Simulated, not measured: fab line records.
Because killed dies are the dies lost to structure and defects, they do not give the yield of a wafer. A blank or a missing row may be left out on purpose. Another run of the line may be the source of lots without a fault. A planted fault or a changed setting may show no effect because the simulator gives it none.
Split-lot study || flow n5-finfet || route with 1938 steps; 7 lots, 21 wafers read

ON THE SPLIT
At N5_BEOL_M14_TRENCH_ETCH_34 (etches SiO2 in C4F8/O2/Ar, target depth 556.65 nm, time 126.9 s), the setting time-s was moved away from the recipe's 126.9 s on 6 of the 21 wafers read, by -14.5% to +22.0%. This setting was run at the recipe's value on the other wafers.

FROM THE SPLIT TO THE READING: what the file shows between them, 12 steps
- N5_BEOL_M14_STRIP_70: strips in C4F8/O2/Ar
- N5_BEOL_M14_OCD_MEAS_35
- N5_BEOL_M14_STRIP_37: strips in O2
- N5_BEOL_M14_ETCH_38: etches SiCN in CF4/N2, target depth 106.5 nm, time 120.6 s
- N5_BEOL_M14_PRECLEAN_39: cleans in residue remover, time 60 s
- N5_BEOL_M14_SRD_40: time 30 s, dry time 30 s
- N5_BEOL_M14_ECD_47: material Cu, target thk 1248 nm
- N5_BEOL_M14_ANNEAL_48: time 90 s
- N5_BEOL_M14_CMP_49: polishes, stops on SiO2, t overpolish 5.2 s, target thk 560 nm
- N5_BEOL_M14_THK_MEAS_50: measures by xrf
- N5_BEOL_M14_PRE_CLEAN_52: time 15 s
- N5_BEOL_M14_DEP_53: deposits SiCN from 3MS/NH3, target thk 50 nm, time 17.8 s

THE READING
M14_RS in ohm/sq, measured at N5_BEOL_M14_RS_MEAS_54 by four-point-probe. Typical for fault-free wafers on this fab line: 0.0331 ohm/sq, with standard deviation 0.00059 ohm/sq.

{"wafer": "L075.1", "tool, chamber at the split": "rie-diel-06, 2", "time-s as run, s": 126.9, "against the recipe": "recipe", "M14_RS, ohm/sq": 0.0332, "against lot-mates on the recipe": "-"}
{"wafer": "L075.2", "tool, chamber at the split": "rie-diel-06, 0", "time-s as run, s": 126.9, "against the recipe": "recipe", "M14_RS, ohm/sq": 0.0329, "against lot-mates on the recipe": "-"}
{"wafer": "L075.3", "tool, chamber at the split": "rie-diel-06, 1", "time-s as run, s": 126.9, "against the recipe": "recipe", "M14_RS, ohm/sq": 0.0334, "against lot-mates on the recipe": "-"}
{"wafer": "L076.1", "tool, chamber at the split": "rie-diel-04, 3", "time-s as run, s": 147, "against the recipe": "+15.8%", "M14_RS, ohm/sq": 0.0286, "against lot-mates on the recipe": -0.0052}
{"wafer": "L076.2", "tool, chamber at the split": "rie-diel-04, 0", "time-s as run, s": 147, "against the recipe": "+15.8%", "M14_RS, ohm/sq": 0.0287, "against lot-mates on the recipe": -0.0051}
{"wafer": "L076.6", "tool, chamber at the split": "rie-diel-04, 1", "time-s as run, s": 126.9, "against the recipe": "recipe", "M14_RS, ohm/sq": 0.0338, "against lot-mates on the recipe": "-"}
{"wafer": "L077.4", "tool, chamber at the split": "rie-diel-04, 3", "time-s as run, s": 108.5, "against the recipe": "-14.5%", "M14_RS, ohm/sq": 0.0390, "against lot-mates on the recipe": "+0.0057"}
{"wafer": "L077.5", "tool, chamber at the split": "rie-diel-04, 0", "time-s as run, s": 126.9, "against the recipe": "recipe", "M14_RS, ohm/sq": 0.0329, "against lot-mates on the recipe": "-"}
{"wafer": "L077.6", "tool, chamber at the split": "rie-diel-04, 1", "time-s as run, s": 126.9, "against the recipe": "recipe", "M14_RS, ohm/sq": 0.0337, "against lot-mates on the recipe": "-"}
{"wafer": "L080.1", "tool, chamber at the split": "rie-diel-06, 0", "time-s as run, s": 126.9, "against the recipe": "recipe", "M14_RS, ohm/sq": 0.0328, "against lot-mates on the recipe": "-"}
{"wafer": "L080.5", "tool, chamber at the split": "rie-diel-06, 1", "time-s as run, s": 126.9, "against the recipe": "recipe", "M14_RS, ohm/sq": 0.0336, "against lot-mates on the recipe": "-"}
{"wafer": "L080.6", "tool, chamber at the split": "rie-diel-06, 0", "time-s as run, s": 126.9, "against the recipe": "recipe", "M14_RS, ohm/sq": 0.0325, "against lot-mates on the recipe": "-"}
{"wafer": "L085.1", "tool, chamber at the split": "rie-diel-04, 3", "time-s as run, s": 126.9, "against the recipe": "recipe", "M14_RS, ohm/sq": 0.0332, "against lot-mates on the recipe": "-"}
{"wafer": "L085.2", "tool, chamber at the split": "rie-diel-04, 0", "time-s as run, s": 126.9, "against the recipe": "recipe", "M14_RS, ohm/sq": 0.0332, "against lot-mates on the recipe": "-"}
{"wafer": "L085.5", "tool, chamber at the split": "rie-diel-04, 0", "time-s as run, s": 136.3, "against the recipe": "+7.4%", "M14_RS, ohm/sq": 0.0309, "against lot-mates on the recipe": -0.0023}
{"wafer": "L096.1", "tool, chamber at the split": "rie-diel-06, 3", "time-s as run, s": 126.9, "against the recipe": "recipe", "M14_RS, ohm/sq": 0.0328, "against lot-mates on the recipe": "-"}
{"wafer": "L096.4", "tool, chamber at the split": "rie-diel-06, 1", "time-s as run, s": 154.8, "against the recipe": "+22.0%", "M14_RS, ohm/sq": 0.0280, "against lot-mates on the recipe": -0.0048}
{"wafer": "L096.6", "tool, chamber at the split": "rie-diel-06, 3", "time-s as run, s": 154.8, "against the recipe": "+22.0%", "M14_RS, ohm/sq": 0.0263, "against lot-mates on the recipe": -0.0065}
{"wafer": "L095.1", "tool, chamber at the split": "rie-diel-04, 3", "time-s as run, s": 126.9, "against the recipe": "recipe", "M14_RS, ohm/sq": 0.0330, "against lot-mates on the recipe": "-"}
{"wafer": "L095.3", "tool, chamber at the split": "rie-diel-04, 2", "time-s as run, s": 126.9, "against the recipe": "recipe", "M14_RS, ohm/sq": 0.0324, "against lot-mates on the recipe": "-"}
{"wafer": "L095.6", "tool, chamber at the split": "rie-diel-04, 1", "time-s as run, s": 126.9, "against the recipe": "recipe", "M14_RS, ohm/sq": 0.0321, "against lot-mates on the recipe": "-"}

FIT RESULTS
A straight line over all 21 wafers: M14_RS changes by -0.000295 ohm/sq for each +1% of time-s; r = -0.97; the points scatter about the line by 0.00064 ohm/sq.
The same after taking each lot's own level away (the mean of its wafers on the recipe; 21 wafers): -0.000299 ohm/sq for each +1%; r = -0.98; scatter 0.00059 ohm/sq.
Per that fit: largest time-s move, reading shift of 0.0066 ohm/sq.
From 0.03250 to 0.03380 ohm/sq: that is the span of the lots' own levels, equal to 2.2 times the standard deviation above.
Hence the lot-to-lot level has little effect on the slope; both slopes agree.
Check: -0.00712 ohm/sq against its lot-mates is what the line predicts for one of the wafers moved furthest among these (+22.0%) when that wafer is left out of the fit. Against them it came out at -0.0048 ohm/sq.

THE OTHER SPLITS THESE WAFERS WENT THROUGH
Note: prior to the reading, these wafers also went through further splits. Each is held against what the fit with the lots' levels taken away leaves over:
{"other split on the same wafers": "N5_BEOL_M13_VIA_ETCH_16 target-depth-a", "wafers away from the commonest value": 7, "r with M14_RS (lot level and that fit taken away)": -0.21}
{"other split on the same wafers": "N5_BEOL_M13_ETCH_68 time-s", "wafers away from the commonest value": 10, "r with M14_RS (lot level and that fit taken away)": -0.41}
{"other split on the same wafers": "N5_BEOL_M13_SPUTTER_43 power-w", "wafers away from the commonest value": 8, "r with M14_RS (lot level and that fit taken away)": "+0.21"}
{"other split on the same wafers": "N5_BEOL_M14_PEB_26 peb-temp-c", "wafers away from the commonest value": 5, "r with M14_RS (lot level and that fit taken away)": "+0.16"}

THE WHOLE CHAIN: every reading that the file lists as answering this split, in the file's order
{"step": "N5_BEOL_M14_TRENCH_ETCH_34", "what it does": "etches SiO2 in C4F8/O2/Ar, target depth 556.65 nm, time 126.9 s", "reading": "etch.depth-nm (the simulator's own value, which no gauge read)", "change (the file's fit)": "+5.58 nm for each +1% of the setting", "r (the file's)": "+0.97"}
{"step": "N5_BEOL_M14_OCD_MEAS_35", "what it does": "", "reading": "trench-depth-nm", "change (the file's fit)": "+5.6 nm for each +1% of the setting", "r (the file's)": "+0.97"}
{"step": "N5_BEOL_M14_CMP_49", "what it does": "polishes, stops on SiO2, t overpolish 5.2 s, target thk 560 nm", "reading": "Cu_of_BEOL_M14_ECD_47.thk-nm (the simulator's own value, which no gauge read)", "change (the file's fit)": "+5.6 nm for each +1% of the setting", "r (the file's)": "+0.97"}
{"step": "N5_BEOL_M14_THK_MEAS_50", "what it does": "measures by xrf", "reading": "M14_THK", "change (the file's fit)": "+5.94 for each +1% of the setting", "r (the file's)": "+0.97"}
{"step": "N5_BEOL_M14_RS_MEAS_54", "what it does": "measures by four-point-probe", "reading": "M14_RS", "change (the file's fit)": "-0.000308 for each +1% of the setting", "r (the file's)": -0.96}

FILE'S OWN FIT
M14_RS changes by -0.000308 ohm/sq for each +1% of time-s, r = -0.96.
